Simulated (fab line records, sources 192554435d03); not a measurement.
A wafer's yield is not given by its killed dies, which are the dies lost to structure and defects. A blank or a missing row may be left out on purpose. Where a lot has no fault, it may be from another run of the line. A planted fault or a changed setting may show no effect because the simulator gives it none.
Matching of chambers    flow n5Finfet    N5_BEOL_M8_PECVD_70 on pecvd-02: 3 sister chambers
The step deposits SiO2 from TEOS/O2, target thk 20 nm, time 22.7 s. 16 wafers are shown with their chamber, then 8 later ones without.

== WAFERS PAIRED WITH THEIR CHAMBERS ==
wafer   chamber  throttleValvePct (%)  showerheadVppV (V)  heaterPowerW (W)
L076.2  1        22.6                  1277                751
L076.3  2        20.0                  1238                780
L076.5  2        20.3                  1244                776
L079.3  2        20.4                  1208                699
L079.4  2        20.4                  1210                696
L079.5  1        23.0                  1275                856
L081.2  1        22.8                  1259                775
L081.4  0        22.0                  1348                772
L081.5  1        22.5                  1256                797
L088.2  2        20.2                  1227                810
L088.4  2        20.4                  1253                828
L088.5  0        22.2                  1368                757
L089.2  0        21.9                  1352                845
L089.3  2        20.6                  1213                811
L089.5  2        20.3                  1215                804
L090.3  1        22.8                  1261                778

SIGNATURES, as means of the wafers listed above
reading           chamber 0  chamber 1  chamber 2  scatter within a chamber
throttleValvePct  22.033     22.740     20.325     0.178
showerheadVppV    1356.00    1265.60    1226.00    14.3
heaterPowerW      791.33     791.40     775.50     47.2
Rule: a wafer lies at a distance from a chamber equal to the root of the sum of squares, over the readings, of (its reading less the chamber's mean, divided by the reading's scatter). The wafer belongs to the nearest chamber; if the next one is less than 2 further off, it can't be placed. How the scatter is found: for the shown wafers, subtract from each reading the mean of its chamber, square and add these, divide the total by (wafers less chambers), then take the root.

== WAFERS WHOSE CHAMBER IS MISSING ==
wafer   throttleValvePct (%)  showerheadVppV (V)  heaterPowerW (W)
L090.4  23.1                  1260                783
L090.5  20.6                  1210                800
L093.2  20.5                  1220                740
L093.3  22.8                  1278                794
L093.4  20.6                  1229                738
L096.1  20.6                  1238                785
L096.2  22.1                  1376                860
L096.4  20.7                  1235                811

== WHICH CHAMBER EACH ONE RAN IN ==
wafer   from the rows above  in truth
L090.4  1                    1
L090.5  2                    2
L093.2  2                    2
L093.3  1                    1
L093.4  2                    2
L096.1  2                    2
L096.2  0                    0
L096.4  2                    2
Correctly placed: 8 of 8. Number that these rows cannot place: 0. Wrongly placed: 0.
